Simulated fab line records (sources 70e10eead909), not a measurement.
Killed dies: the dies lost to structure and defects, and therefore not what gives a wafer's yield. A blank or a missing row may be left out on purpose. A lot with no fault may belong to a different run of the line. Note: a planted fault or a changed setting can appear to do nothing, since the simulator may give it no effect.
Which tool was responsible?	flow nand-harc	12 lots with 36 wafers sampled at 5 steps, on a route of 1159 steps

== WHAT EACH GAUGE READ, for each wafer ==
NHARC_A_CONTACT_INSPECT_10. Usual: raw-defect-count at 32, with a standard deviation of 13.
lot	measured	on	raw-defect-count	flag
L699	day 17 04:15	defect-inspect-01	31 30 24	
L700	day 17 08:47	defect-inspect-01	16 21 25	
L698	day 17 14:44	defect-inspect-02	10 12 9	
L707	day 19 04:19	defect-inspect-01	29 25 21	
L710	day 19 16:55	defect-inspect-02	25 41 28	
L715	day 20 19:10	defect-inspect-01	39 28 40	
L713	day 20 18:16	defect-inspect-01	46 57 43	
L714	day 20 23:01	defect-inspect-02	17 13 11	
L716	day 21 12:06	defect-inspect-01	33 33 27	
L719	day 22 06:47	defect-inspect-01	34 37 42	
L717	day 22 07:47	defect-inspect-02	23 29 28	
L721	day 22 17:01	defect-inspect-01	35 46 36	

NHARC_END_SORT_01. Usual: killed-at-array 26, standard deviation 9.6; killed-at-other 0.7, standard deviation 0.92; killed-at-periphery 3.8, standard deviation 2.7; killed-dies 31, standard deviation 10; killed-open 3.3, standard deviation 1.7; killed-short 1.8, standard deviation 1.3.
lot	measured	on	killed-at-array	killed-at-other	killed-at-periphery	killed-dies	killed-open	killed-short	flag
L710	day 22 01:46	prober-02	18 30 22	1 0 0	2 1 8	21 31 30	2 3 5	4 2 2	

== WHAT TOOL EACH LOT RAN ON (gives the tool, then ch and the chambers of the sampled wafers, and finally the start) ==
lot	NHARC_A_CONTACT_ETCH_133	NHARC_A_CONTACT_ETCH_88	NHARC_A_BLC_ETCH_17
L699	har-cap-etch-02 ch 0,1, day 16 22:04	rie-diel-01 ch 0,1,3, day 17 04:23	rie-diel-06 ch 2,3, day 17 11:16
L700	har-cap-etch-03 ch 0,1, day 17 02:41	rie-diel-02 ch 0,3, day 17 08:56	rie-diel-12 ch 0,2,3, day 17 14:49
L698	har-cap-etch-01 ch 0,1, day 17 08:36	rie-diel-01 ch 2,3, day 17 14:54	rie-diel-12 ch 0,1,2, day 17 21:19
L707	har-cap-etch-03 ch 0,1, day 19 00:37	rie-diel-01 ch 0,3, day 19 04:28	rie-diel-12 ch 2,3, day 19 11:21
L710	har-cap-etch-02 ch 0,1, day 19 09:40	rie-diel-01 ch 0,1,2, day 19 17:03	rie-diel-12 ch 0,2,3, day 20 01:05
L715	har-cap-etch-03 ch 0,1, day 20 13:26	rie-diel-01 ch 1,2,3, day 20 19:19	rie-diel-05 ch 0,2,3, day 21 09:16
L713	har-cap-etch-01 ch 0,1, day 20 13:54	rie-diel-07 ch 0,3, day 20 18:24	rie-diel-05 ch 0,1,3, day 21 00:12
L714	har-cap-etch-02 ch 0,1, day 20 19:05	rie-diel-01 ch 0,2,3, day 20 23:10	rie-diel-05 ch 0,2,3, day 21 14:51
L716	har-cap-etch-01 ch 0,1, day 21 06:02	rie-diel-07 ch 0,1,2, day 21 12:47	rie-diel-12 ch 0,2, day 22 02:29
L719	har-cap-etch-01 ch 0,1, day 22 02:00	rie-diel-01 ch 0,2,3, day 22 06:56	rie-diel-12 ch 0,1,3, day 22 12:58
L717	har-cap-etch-03 ch 0,1, day 22 03:59	rie-diel-01 ch 0,1,2, day 22 07:58	rie-diel-12 ch 0,2, day 22 17:58
L721	har-cap-etch-01 ch 0,1, day 22 12:17	rie-diel-01 ch 1,2,3, day 22 17:10	rie-diel-05 ch 0,1, day 23 02:14
- NHARC_A_CONTACT_ETCH_133: etches the open film in C4F8/O2/Ar, time 195 s, target depth 840 nm.
- NHARC_A_CONTACT_ETCH_88: etches the open film in CF4, target depth 39 nm, time 65 s.
- NHARC_A_BLC_ETCH_17: etches the open film in N2/H2, target depth 390 nm, time 609.38 s.

== AS READ BY THE TOOLS THEMSELVES (means over the sampled wafers that have a number; for cases with no such wafer, the mark the record gives instead) ==
NHARC_A_CONTACT_ETCH_133. Usual: run-length-s at 226.3 s, with a standard deviation of 0.4.
lot	tool	run-length-s (s)	flag
L699	har-cap-etch-02	226.5	
L700	har-cap-etch-03	225.8	
L698	har-cap-etch-01	226.2	
L707	har-cap-etch-03	225.9	
L710	har-cap-etch-02	226.6	
L715	har-cap-etch-03	226.0	
L713	har-cap-etch-01	226.6	
L714	har-cap-etch-02	226.7	
L716	har-cap-etch-01	226.3	
L719	har-cap-etch-01	226.5	
L717	har-cap-etch-03	225.8	
L721	har-cap-etch-01	226.4	

NHARC_A_CONTACT_ETCH_88. Usual: drypump-motor-current-A 5.76 A, standard deviation 0.23; oes-product-au 1.000 a.u., standard deviation 0.008; rf-vpp-V 151.5 V, standard deviation 1.2; run-length-s 86.3 s, standard deviation 0.51; showerhead-plenum-p-Torr 1.79 Torr, standard deviation 0.072; throttle-valve-pct 13.283 %, standard deviation 0.0086.
lot	tool	drypump-motor-current-A (A)	oes-product-au (a.u.)	rf-vpp-V (V)	run-length-s (s)	showerhead-plenum-p-Torr (Torr)	throttle-valve-pct (%)	flag
L699	rie-diel-01	5.89	1.003	152.0	85.9	1.76	13.277	
L700	rie-diel-02	6.02	0.998	152.0	86.8	1.77	13.289	
L698	rie-diel-01	5.71	0.986	151.1	86.1	1.77	13.283	
L707	rie-diel-01	5.84	0.996	150.0	86.1	1.69	13.287	
L710	rie-diel-01	5.93	1.000	150.9	86.0	1.82	13.274	
L715	rie-diel-01	5.77	0.998	151.4	86.3	1.77	13.279	
L713	rie-diel-07	5.63	1.003	151.6	87.0	1.79	13.285	
L714	rie-diel-01	5.85	1.000	151.2	85.9	1.76	13.287	
L716	rie-diel-07	5.65	1.002	152.3	86.9	1.79	13.286	
L719	rie-diel-01	5.85	1.000	153.7	85.7	1.85	13.282	
L717	rie-diel-01	5.91	1.003	152.5	86.3	1.82	13.280	
L721	rie-diel-01	5.74	0.994	152.0	86.4	1.86	13.283	

NHARC_A_BLC_ETCH_17. Usual: drypump-motor-current-A 5.7 A, standard deviation 0.5; oes-product-au 0.997 a.u., standard deviation 0.0075; rf-vpp-V 430.5 V, standard deviation 2.6; run-length-s 630.5 s, standard deviation 0.49; showerhead-plenum-p-Torr 2.04 Torr, standard deviation 0.094; throttle-valve-pct 14.172 %, standard deviation 0.01.
lot	tool	drypump-motor-current-A (A)	oes-product-au (a.u.)	rf-vpp-V (V)	run-length-s (s)	showerhead-plenum-p-Torr (Torr)	throttle-valve-pct (%)	flag
L699	rie-diel-06	5.1	1.004	433.4	630.4	2.18	14.174	
L700	rie-diel-12	6.1	1.000	430.5	630.8	2.01	14.175	
L698	rie-diel-12	6.0	0.992	430.0	630.8	2.01	14.173	
L707	rie-diel-12	5.7	0.992	431.0	609.6	2.06	14.175	OFF
L710	rie-diel-12	6.1	0.984	430.3	610.1	2.01	14.169	OFF
L715	rie-diel-05	5.7	0.998	430.8	630.3	2.02	14.171	
L713	rie-diel-05	5.5	0.994	428.8	630.5	1.96	14.166	
L714	rie-diel-05	5.7	1.007	429.9	630.1	2.02	14.165	
L716	rie-diel-12	6.4	0.993	428.3	631.0	1.96	14.171	
L719	rie-diel-12	5.9	0.999	430.6	630.6	2.06	14.173	
L717	rie-diel-12	6.4	0.992	427.1	631.3	1.96	14.165	
L721	rie-diel-05	5.4	1.002	429.4	631.0	1.98	14.167	

== THE ANSWER, worked out from the rows above alone ==
Rule: a lot counts as off when the mean over its wafers that have a number is more than 3 standard deviations away from the usual mean. A lot without any number at a reading at which 4 lots or more have one is off too. Any other lot the step has rows for is counted as sound. First the gauges in route order, then the tools' own readings, where a lot's mean is used as printed above. At the first step where some lot is off, the reading lying furthest off is the one used; lots without a number count as furthest.
Off at NHARC_A_BLC_ETCH_17 (run-length-s): L707, L710.
If a tool, at that step or one of the process steps before it, ran each lot that is off and ran no sound lot following the first of them, it fits. Not one of the candidates tried fits.

== WHAT WAS PUT IN BY THE SIMULATOR ==
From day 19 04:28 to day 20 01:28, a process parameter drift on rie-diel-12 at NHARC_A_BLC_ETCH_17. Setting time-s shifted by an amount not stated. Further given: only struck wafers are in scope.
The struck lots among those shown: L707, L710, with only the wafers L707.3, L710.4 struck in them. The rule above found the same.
